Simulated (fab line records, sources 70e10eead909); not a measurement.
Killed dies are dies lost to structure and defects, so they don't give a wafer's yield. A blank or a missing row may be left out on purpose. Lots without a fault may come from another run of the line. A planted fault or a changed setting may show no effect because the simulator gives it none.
Which tool did it? | flow nand_harc | 24 lots, 72 wafers sampled, at 4 steps of a route of 1302

WHAT THE GAUGES READ, wafer by wafer
NHARC_A_M1_OVL_MEAS_10: pitch 240 nm. Usual: overlay_x_nm -0.2 nm, standard deviation 0.63; overlay_y_nm -0.2 nm, standard deviation 0.95.
lot  | measured     | on         | overlay_x_nm (nm) | overlay_y_nm (nm) | flag
L074 | day 23 06:46 | overlay-02 | -1.1 -1.1 -1.0    | -0.2 -0.3 -1.0    |
L075 | day 23 07:49 | overlay-02 | -0.4 0.0 -0.2     | 1.2 1.3 0.7       |
L076 | day 23 16:13 | overlay-01 | -0.4 -0.5 -1.2    | -0.6 -0.9 -0.2    |
L078 | day 24 09:40 | overlay-02 | -0.6 -0.3 -1.5    | -1.2 -1.4 -1.6    |
L077 | day 24 10:35 | overlay-02 | 0.1 -0.4 -0.3     | 0.6 0.6 0.3       |
L079 | day 25 03:29 | overlay-01 | -0.5 -0.9 -0.8    | 0.2 0.8 0.1       |
L080 | day 25 09:07 | overlay-02 | -0.5 0.2 -0.3     | 0.9 0.2 1.4       |
L081 | day 25 13:36 | overlay-01 | -0.2 -0.3 -0.1    | -1.4 -0.7 -1.1    |
L083 | day 26 06:05 | overlay-01 | -0.4 -1.1 -0.8    | 0.1 0.0 -0.5      |
L082 | day 26 08:34 | overlay-01 | -0.8 -0.9 -0.8    | -1.0 -1.7 -1.1    |
L085 | day 27 03:49 | overlay-02 | -1.0 0.1 -0.1     | 1.1 1.3 0.7       |
L084 | day 27 07:43 | overlay-01 | 0.7 0.9 0.7       | 0.2 -0.3 -0.4     |
L086 | day 27 19:04 | overlay-01 | -0.4 -0.4 -0.5    | -1.4 -1.7 -2.3    |
L087 | day 28 10:28 | overlay-01 | -0.9 -0.6 -1.0    | -1.1 -1.1 -0.8    |
L089 | day 29 08:30 | overlay-01 | 0.2 0.6 0.6       | 0.0 -0.2 -0.3     |
L088 | day 29 09:28 | overlay-01 | 0.5 0.6 0.2       | 0.2 -0.7 0.0      |
L090 | day 30 01:47 | overlay-02 | -1.7 -1.6 -1.3    | -0.7 -0.8 -0.7    |
L091 | day 30 03:12 | overlay-02 | 0.4 1.0 0.3       | 0.6 0.0 0.0       |
L092 | day 31 02:34 | overlay-01 | 0.5 0.9 0.3       | 0.7 0.5 1.6       |
L093 | day 31 03:01 | overlay-01 | 0.5 0.6 -0.2      | -0.9 -0.4 -0.5    |
L095 | day 31 15:18 | overlay-01 | -0.8 0.0 -0.9     | 0.9 1.1 1.1       |
L096 | day 31 16:40 | overlay-02 | 0.1 0.1 0.3       | -2.0 -2.3 -2.3    |
L094 | day 32 00:46 | overlay-01 | 0.6 0.6 0.6       | 0.0 0.9 0.3       |
L097 | day 32 04:15 | overlay-02 | 0.8 0.4 0.7       | 0.4 0.4 0.1       |

WHICH TOOL RAN EACH LOT (tool, then ch and the chambers of the sampled wafers, then the start)
lot  | NHARC_A_BLC_CMP_25            | NHARC_A_M0_DEGAS_28          | NHARC_A_M0_ANNEAL_30
L074 | cmp-03 ch 1,2,3, day 23 01:26 | pvd_sputter-01, day 23 03:52 | rtp_anneal-01 ch 0, day 23 04:36
L075 | cmp-03 ch 0,2, day 23 02:37   | pvd_sputter-02, day 23 04:54 | rtp_anneal-01 ch 0, day 23 05:37
L076 | cmp-03 ch 1,2, day 23 10:34   | pvd_sputter-01, day 23 13:03 | rtp_anneal-02 ch 0, day 23 14:03
L078 | cmp-02 ch 1,2,3, day 24 03:54 | pvd_sputter-02, day 24 06:29 | rtp_anneal-02 ch 0, day 24 07:13
L077 | cmp-04 ch 1,3, day 24 04:57   | pvd_sputter-01, day 24 07:20 | rtp_anneal-01 ch 0, day 24 08:12
L079 | cmp-04 ch 0,1,2, day 24 21:58 | pvd_sputter-02, day 25 00:22 | rtp_anneal-01 ch 0, day 25 01:11
L080 | cmp-04 ch 1,2,3, day 25 03:37 | pvd_sputter-01, day 25 05:58 | rtp_anneal-01 ch 0, day 25 06:46
L081 | cmp-02 ch 0,1, day 25 07:45   | pvd_sputter-02, day 25 10:22 | rtp_anneal-01 ch 0, day 25 11:16
L083 | cmp-03 ch 0,1, day 26 00:39   | pvd_sputter-02, day 26 03:03 | rtp_anneal-02 ch 0, day 26 03:47
L082 | cmp-03 ch 1,2,3, day 26 02:53 | pvd_sputter-03, day 26 05:10 | rtp_anneal-01 ch 0, day 26 06:10
L085 | cmp-02 ch 1,3, day 26 22:40   | pvd_sputter-02, day 27 00:56 | rtp_anneal-01 ch 0, day 27 01:40
L084 | cmp-03 ch 1,3, day 27 02:28   | pvd_sputter-01, day 27 04:49 | rtp_anneal-02 ch 0, day 27 05:37
L086 | cmp-03 ch 0,1,3, day 27 13:37 | pvd_sputter-03, day 27 16:01 | rtp_anneal-02 ch 0, day 27 16:45
L087 | cmp-03 ch 0,2,3, day 28 05:02 | pvd_sputter-03, day 28 07:25 | rtp_anneal-01 ch 0, day 28 08:10
L089 | cmp-04 ch 1,2,3, day 29 03:16 | pvd_sputter-02, day 29 05:34 | rtp_anneal-01 ch 0, day 29 06:19
L088 | cmp-02 ch 0,1, day 29 04:08   | pvd_sputter-03, day 29 06:34 | rtp_anneal-01 ch 0, day 29 07:22
L090 | cmp-03 ch 1,3, day 29 20:22   | pvd_sputter-01, day 29 22:40 | rtp_anneal-01 ch 0, day 29 23:23
L091 | cmp-02 ch 1,2,3, day 29 21:45 | pvd_sputter-03, day 30 00:10 | rtp_anneal-02 ch 0, day 30 00:58
L092 | cmp-03 ch 1,2,3, day 30 21:04 | pvd_sputter-01, day 30 23:31 | rtp_anneal-02 ch 0, day 31 00:19
L093 | cmp-02 ch 0,1,2, day 30 21:32 | pvd_sputter-03, day 30 23:59 | rtp_anneal-01 ch 0, day 31 00:43
L095 | cmp-03 ch 1,2,3, day 31 10:05 | pvd_sputter-03, day 31 12:25 | rtp_anneal-02 ch 0, day 31 13:09
L096 | cmp-03 ch 0,2, day 31 11:10   | pvd_sputter-01, day 31 13:34 | rtp_anneal-02 ch 0, day 31 14:17
L094 | cmp-03 ch 0,1, day 31 19:20   | pvd_sputter-02, day 31 21:45 | rtp_anneal-02 ch 0, day 31 22:29
L097 | cmp-04 ch 0,1,3, day 31 22:47 | pvd_sputter-01, day 32 01:13 | rtp_anneal-01 ch 0, day 32 02:00
- NHARC_A_BLC_CMP_25: polishes, t overpolish 30 s, target thk 150 nm.
- NHARC_A_M0_DEGAS_28: time 60 s.
- NHARC_A_M0_ANNEAL_30: time 90 s.

WHAT THE TOOLS THEMSELVES READ (means of the sampled wafers that have a number; where no wafer has one, the mark that the record gives instead)
NHARC_A_BLC_CMP_25. Usual: motor_current_A 12.3 A, standard deviation 1.3; overpolish_run_s 30.001 s, standard deviation 0.0085; time_to_endpoint_s 30.0 s, standard deviation 2.3.
lot  | tool   | motor_current_A (A) | overpolish_run_s (s) | time_to_endpoint_s (s) | flag
L074 | cmp-03 | 12.3                | 29.997               | 30.4                   |
L075 | cmp-03 | 13.4                | 30.004               | 30.3                   |
L076 | cmp-03 | 12.6                | 29.999               | 25.8                   |
L078 | cmp-02 | 12.4                | 30.001               | 29.4                   |
L077 | cmp-04 | 12.6                | 29.995               | 32.1                   |
L079 | cmp-04 | 12.9                | 29.999               | 30.8                   |
L080 | cmp-04 | 11.9                | 29.998               | 32.0                   |
L081 | cmp-02 | 11.2                | 30.008               | 28.2                   |
L083 | cmp-03 | 11.9                | 30.002               | 27.9                   |
L082 | cmp-03 | 12.7                | 29.996               | 34.5                   |
L085 | cmp-02 | 11.9                | 30.003               | 27.9                   |
L084 | cmp-03 | 11.1                | 29.997               | 30.4                   |
L086 | cmp-03 | 11.7                | 29.999               | 30.1                   |
L087 | cmp-03 | 12.9                | 30.000               | 31.1                   |
L089 | cmp-04 | 12.3                | 30.003               | 29.4                   |
L088 | cmp-02 | 10.6                | 30.009               | 32.5                   |
L090 | cmp-03 | 11.3                | 29.998               | 31.2                   |
L091 | cmp-02 | 12.0                | 30.000               | 29.5                   |
L092 | cmp-03 | 12.3                | 30.001               | 29.0                   |
L093 | cmp-02 | 11.9                | 30.001               | 29.4                   |
L095 | cmp-03 | 12.1                | 30.005               | 32.7                   |
L096 | cmp-03 | 12.9                | 29.999               | 30.5                   |
L094 | cmp-03 | 12.3                | 29.999               | 29.4                   |
L097 | cmp-04 | 12.9                | 29.997               | 30.2                   |

NHARC_A_M0_DEGAS_28. Usual: heater_power_w 338 W, standard deviation 39.
lot  | tool           | heater_power_w (W) | flag
L074 | pvd_sputter-01 | 358                |
L075 | pvd_sputter-02 | 312                |
L076 | pvd_sputter-01 | 375                |
L078 | pvd_sputter-02 | 345                |
L077 | pvd_sputter-01 | 356                |
L079 | pvd_sputter-02 | 343                |
L080 | pvd_sputter-01 | 354                |
L081 | pvd_sputter-02 | 312                |
L083 | pvd_sputter-02 | 333                |
L082 | pvd_sputter-03 | 316                |
L085 | pvd_sputter-02 | 326                |
L084 | pvd_sputter-01 | 348                |
L086 | pvd_sputter-03 | 328                |
L087 | pvd_sputter-03 | 348                |
L089 | pvd_sputter-02 | 314                |
L088 | pvd_sputter-03 | 326                |
L090 | pvd_sputter-01 | 335                |
L091 | pvd_sputter-03 | 318                |
L092 | pvd_sputter-01 | 338                |
L093 | pvd_sputter-03 | 323                |
L095 | pvd_sputter-03 | 304                |
L096 | pvd_sputter-01 | 324                |
L094 | pvd_sputter-02 | 351                |
L097 | pvd_sputter-01 | 339                |

NHARC_A_M0_ANNEAL_30. Usual: wafer_temp_C_max 225.83, standard deviation 0.24.
lot  | tool          | wafer_temp_C_max | flag
L074 | rtp_anneal-01 | 225.89           |
L075 | rtp_anneal-01 | 225.85           |
L076 | rtp_anneal-02 | 225.74           |
L078 | rtp_anneal-02 | 225.77           |
L077 | rtp_anneal-01 | 225.92           |
L079 | rtp_anneal-01 | 226.09           |
L080 | rtp_anneal-01 | 225.79           |
L081 | rtp_anneal-01 | 225.64           |
L083 | rtp_anneal-02 | 226.00           |
L082 | rtp_anneal-01 | 225.82           |
L085 | rtp_anneal-01 | 225.58           |
L084 | rtp_anneal-02 | 225.70           |
L086 | rtp_anneal-02 | 225.93           |
L087 | rtp_anneal-01 | 225.78           |
L089 | rtp_anneal-01 | 226.16           |
L088 | rtp_anneal-01 | 225.81           |
L090 | rtp_anneal-01 | 225.74           |
L091 | rtp_anneal-02 | 226.02           |
L092 | rtp_anneal-02 | 225.99           |
L093 | rtp_anneal-01 | 225.83           |
L095 | rtp_anneal-02 | 225.64           |
L096 | rtp_anneal-02 | 226.02           |
L094 | rtp_anneal-02 | 225.79           |
L097 | rtp_anneal-01 | 225.56           |

THE ANSWER, worked out from the rows above alone
Rule: a lot is off if the mean of its wafers that have a number lies more than 3 standard deviations from the usual mean. A lot without any number at a reading at which 4 lots or more have one is off too. The other lots that the step has rows for count as sound. The gauges are gone through in route order, then the tools' own readings, and for those a lot's mean is taken as printed above. The first step at which some lot is off is used, and at that step the reading that is off furthest; a lot without a number counts as furthest.
No lot is off at any reading shown: from this, nothing can be told.

WHAT THE SIMULATOR HAD PUT IN
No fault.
